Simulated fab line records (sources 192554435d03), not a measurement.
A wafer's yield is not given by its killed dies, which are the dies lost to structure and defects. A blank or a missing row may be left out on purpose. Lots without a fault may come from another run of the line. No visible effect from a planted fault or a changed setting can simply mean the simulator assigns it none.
What tool caused it? | flow n5-finfet | 9 lots with 27 wafers sampled at 6 steps, on a route of 1938 steps

WHAT THE GAUGES SHOWED, per wafer
N5_STI_FIN_REVEAL_INSPECT_13: inspects for defects (darkfield).
lot  | measured    | on                | raw-defect-count
L970 | day 2 21:37 | defect-inspect-01 | 14 10 10
L974 | day 3 18:55 | defect-inspect-01 | 8 15 7
L978 | day 4 20:37 | defect-inspect-02 | 12 19 21
L979 | day 5 01:37 | defect-inspect-01 | 6 16 10
L980 | day 5 07:43 | defect-inspect-02 | 7 16 9
L982 | day 5 19:26 | defect-inspect-02 | 17 16 4
L983 | day 6 00:13 | defect-inspect-01 | 23 10 10
L984 | day 6 07:46 | defect-inspect-01 | 646 652 668
L991 | day 8 12:40 | defect-inspect-01 | 7 9 11

N5_DUMMY_GATE_THK_MEAS_05.
lot  | measured    | on            | thk-nm (nm)
L970 | day 3 03:32 | film-metro-01 | 71.0 69.8 71.3
L974 | day 3 23:55 | film-metro-01 | 73.3 73.0 72.8
L978 | day 5 01:06 | film-metro-02 | 73.1 73.7 72.6
L979 | day 5 05:49 | film-metro-02 | 73.9 73.7 75.6
L980 | day 5 12:02 | film-metro-02 | 72.0 72.4 71.3
L982 | day 5 23:38 | film-metro-02 | 72.7 72.1 71.9
L983 | day 6 06:50 | film-metro-02 | 69.8 72.3 71.6
L984 | day 6 13:47 | film-metro-01 | 72.4 73.0 72.0
L991 | day 8 18:53 | film-metro-01 | 73.4 74.9 72.5

N5_BEOL_M4_RC_MEAS_101.
lot  | measured     | on        | DIBL_N (mV/V)  | DIBL_P (mV/V)  | IOFF_N (nA/um)    | IOFF_P (nA/um)    | ION_N (uA/um) | ION_P (uA/um) | SS_N (mV/dec)  | SS_P (mV/dec)  | VT_N (mV)         | VT_P (mV)
L970 | day 10 11:47 | prober-02 | 36.0 37.7 38.3 | 36.5 39.4 39.4 | 0.144 0.172 0.186 | 0.206 0.268 0.272 | 675 675 688   | 469 476 475   | 71.5 71.9 71.6 | 73.3 73.8 73.1 | 252.9 246.7 248.1 | -250 -247 -244
L974 | day 11 11:25 | prober-02 | 36.1 36.5 35.3 | 37.8 37.9 36.7 | 0.161 0.169 0.151 | 0.257 0.252 0.234 | 681 686 677   | 471 475 470   | 72.2 72.2 72.2 | 74.1 73.7 73.3 | 250.2 248.9 248.3 | -245 -245 -245
L978 | day 12 01:18 | prober-02 | 37.9 38.1 38.1 | 37.1 36.4 37.2 | 0.180 0.169 0.179 | 0.229 0.214 0.227 | 680 674 678   | 463 460 468   | 71.7 71.5 72.0 | 73.1 73.1 72.6 | 246.5 248.7 247.2 | -248 -249 -252
L979 | day 12 02:00 | prober-01 | 34.8 38.3 37.4 | 35.7 39.0 37.6 | 0.142 0.199 0.173 | 0.203 0.261 0.230 | 668 684 665   | 463 465 458   | 71.2 72.4 72.0 | 72.7 74.4 73.6 | 250.4 245.0 249.0 | -250 -247 -251
L980 | day 12 23:46 | prober-02 | 35.7 36.7 36.8 | 35.1 35.9 36.9 | 0.158 0.175 0.188 | 0.179 0.192 0.210 | 681 680 689   | 454 455 463   | 71.3 71.9 72.1 | 73.0 73.6 73.7 | 252.5 246.2 249.9 | -254 -254 -250
L982 | day 13 02:37 | prober-01 | 36.6 36.0 37.1 | 36.6 36.7 37.6 | 0.161 0.152 0.177 | 0.226 0.232 0.246 | 682 670 686   | 467 466 471   | 71.9 71.6 71.3 | 73.1 73.4 72.5 | 251.7 251.2 247.3 | -247 -251 -246
L983 | day 13 03:07 | prober-02 | 35.8 36.0 37.3 | 35.7 35.9 36.7 | 0.152 0.150 0.168 | 0.210 0.220 0.224 | 676 668 667   | 464 458 461   | 71.9 71.1 71.9 | 73.0 72.9 74.1 | 250.9 252.0 250.8 | -250 -249 -248
L984 | day 14 00:28 | prober-02 | 36.4 35.2 35.3 | 36.0 34.9 34.5 | 0.158 0.139 0.131 | 0.192 0.184 0.173 | 674 671 667   | 459 460 463   | 72.3 71.1 71.5 | 73.2 73.0 72.2 | 247.5 249.5 254.4 | -252 -252 -253
L991 | day 15 21:52 | prober-02 | 36.5 34.9 34.3 | 36.1 33.7 34.0 | 0.189 0.157 0.154 | 0.268 0.225 0.230 | 692 680 686   | 478 474 477   | 71.5 71.4 71.4 | 73.4 72.5 72.6 | 246.6 248.0 248.0 | -241 -245 -246

WHAT TOOL EACH LOT RAN ON (gives the tool, then ch and the chambers of the sampled wafers, and finally the start)
lot  | N5_FIN_CUT_CUT_ETCH_15          | N5_STI_FIN_REVEAL_STRIP_24        | N5_STI_FIN_REVEAL_PRECLEAN_32
L970 | rie-si-05 ch 1,2,3, day 2 11:52 | rie-diel-04 ch 1,2,3, day 2 18:36 | remote-plasma-02 ch 1, day 2 21:05
L974 | rie-si-06 ch 1,2,3, day 3 09:38 | rie-diel-06 ch 2,3, day 3 15:53   | remote-plasma-01 ch 0, day 3 18:26
L978 | rie-si-03 ch 1,2,3, day 4 11:28 | rie-diel-04 ch 0,2, day 4 17:33   | remote-plasma-01 ch 1, day 4 20:00
L979 | rie-si-03 ch 1,2,3, day 4 15:16 | rie-diel-06 ch 0,1,3, day 4 22:34 | remote-plasma-02 ch 1, day 5 01:04
L980 | rie-si-03 ch 0,1, day 4 21:55   | rie-diel-04 ch 0,1, day 5 04:09   | remote-plasma-02 ch 1, day 5 07:11
L982 | rie-si-03 ch 0,1, day 5 10:21   | rie-diel-04 ch 2,3, day 5 16:23   | remote-plasma-01 ch 1, day 5 18:55
L983 | rie-si-06 ch 0,1, day 5 15:13   | rie-diel-06 ch 0,3, day 5 21:13   | remote-plasma-01 ch 1, day 5 23:42
L984 | rie-si-05 ch 0,2,3, day 5 21:28 | rie-diel-04 ch 1,2,3, day 6 04:38 | remote-plasma-02 ch 1, day 6 07:09
L991 | rie-si-06 ch 0,2,3, day 8 02:28 | rie-diel-01 ch 0,1,2, day 8 09:27 | remote-plasma-01 ch 0, day 8 12:07
- N5_FIN_CUT_CUT_ETCH_15: etches Si in HBr/Cl2/O2, target depth 100 nm, bt time 10 s, time 42.4 s.
- N5_STI_FIN_REVEAL_STRIP_24: strips in N2/H2, time 90 s.
- N5_STI_FIN_REVEAL_PRECLEAN_32: cleans in NF3:NH3, afs cycles 1, time 20 s, sublimation time 60 s.

AS READ BY THE TOOLS THEMSELVES (means over the sampled wafers that have a number; for cases with no such wafer, the mark the record gives instead)
N5_FIN_CUT_CUT_ETCH_15.
lot  | tool      | drypump-motor-current-A (A) | oes_o_777_au (a.u.) | oes-product-au (a.u.) | throttle-valve-pct (%)
L970 | rie-si-05 | 5.4                         | 0.974               | 0.987                 | 37.3
L974 | rie-si-06 | 5.6                         | 1.015               | 1.009                 | 37.1
L978 | rie-si-03 | 5.9                         | 1.002               | 1.015                 | 37.4
L979 | rie-si-03 | 5.9                         | 0.999               | 1.016                 | 37.4
L980 | rie-si-03 | 5.5                         | 0.987               | 1.005                 | 37.2
L982 | rie-si-03 | 5.9                         | 0.982               | 1.005                 | 37.3
L983 | rie-si-06 | 5.2                         | 0.998               | 1.017                 | 37.2
L984 | rie-si-05 | 5.7                         | 0.991               | 0.997                 | 37.2
L991 | rie-si-06 | 5.4                         | 1.011               | 1.007                 | 37.1

N5_STI_FIN_REVEAL_STRIP_24.
lot  | tool        | drypump-motor-current-A (A) | n2-flow-sccm (sccm) | oes-product-au (a.u.) | rf-vpp-V (V) | showerhead-plenum-p-Torr (Torr) | throttle-valve-pct (%)
L970 | rie-diel-04 | 5.8                         | 299.5               | 0.80                  | 46.4         | 3.48                            | 12.12
L974 | rie-diel-06 | 5.4                         | 300.4               | 0.77                  | 45.1         | 3.48                            | 12.13
L978 | rie-diel-04 | 5.7                         | 299.7               | 0.73                  | 44.8         | 3.40                            | 12.63
L979 | rie-diel-06 | 5.9                         | 300.0               | 0.80                  | 45.4         | 3.39                            | 12.20
L980 | rie-diel-04 | 5.7                         | 300.9               | 0.79                  | 45.5         | 3.34                            | 12.04
L982 | rie-diel-04 | 6.1                         | 300.3               | 0.75                  | 46.0         | 3.51                            | 12.25
L983 | rie-diel-06 | 5.9                         | 299.3               | 0.76                  | 44.4         | 3.37                            | 12.33
L984 | rie-diel-04 | 5.8                         | 300.4               | 0.78                  | 46.4         | 3.47                            | 12.19
L991 | rie-diel-01 | 5.9                         | 300.1               | 0.84                  | 45.8         | 3.42                            | 12.18

N5_STI_FIN_REVEAL_PRECLEAN_32.
lot  | tool             | pressure-torr (Torr)
L970 | remote-plasma-02 | 2.998
L974 | remote-plasma-01 | 3.001
L978 | remote-plasma-01 | 3.000
L979 | remote-plasma-02 | 2.998
L980 | remote-plasma-02 | 2.995
L982 | remote-plasma-01 | 3.005
L983 | remote-plasma-01 | 3.003
L984 | remote-plasma-02 | 3.000
L991 | remote-plasma-01 | 3.003

THE ANSWER, worked out from the rows above alone
Rule: what is usual is taken from the lots themselves. The widest of any qualifying gaps counts: lots, ordered by their means at a reading, are off when they make up no more than a third of the lots, leave a main group of 4 or more, and stand apart from it by 3 or more times the standard deviation of that group's means. The tables above print the reading to a certain number of digits; a main group whose means all agree to those digits is not used. Also off: a lot with no number at a reading for which 4 or more lots have one. The other lots that the step has rows for count as sound. Order of review: gauges by route order, followed by the tools' own readings, for which a lot's mean as printed above is used. At the first step where some lot is off, the reading lying furthest off is the one used; lots without a number count as furthest.
Off, at N5_STI_FIN_REVEAL_INSPECT_13 on raw-defect-count: L984. Main group: mean 12, sd 2.5.
A tool fits if, at a process step before that reading, it ran every lot that is off, and no sound lot after the first of them. The gauges at N5_STI_FIN_REVEAL_INSPECT_13 are tried like those tools. Can't be told from this: 3 tools fit, rie-si-05 at N5_FIN_CUT_CUT_ETCH_15, rie-diel-04 at N5_STI_FIN_REVEAL_STRIP_24, remote-plasma-02 at N5_STI_FIN_REVEAL_PRECLEAN_32.

WHAT THE SIMULATOR HAD PUT IN
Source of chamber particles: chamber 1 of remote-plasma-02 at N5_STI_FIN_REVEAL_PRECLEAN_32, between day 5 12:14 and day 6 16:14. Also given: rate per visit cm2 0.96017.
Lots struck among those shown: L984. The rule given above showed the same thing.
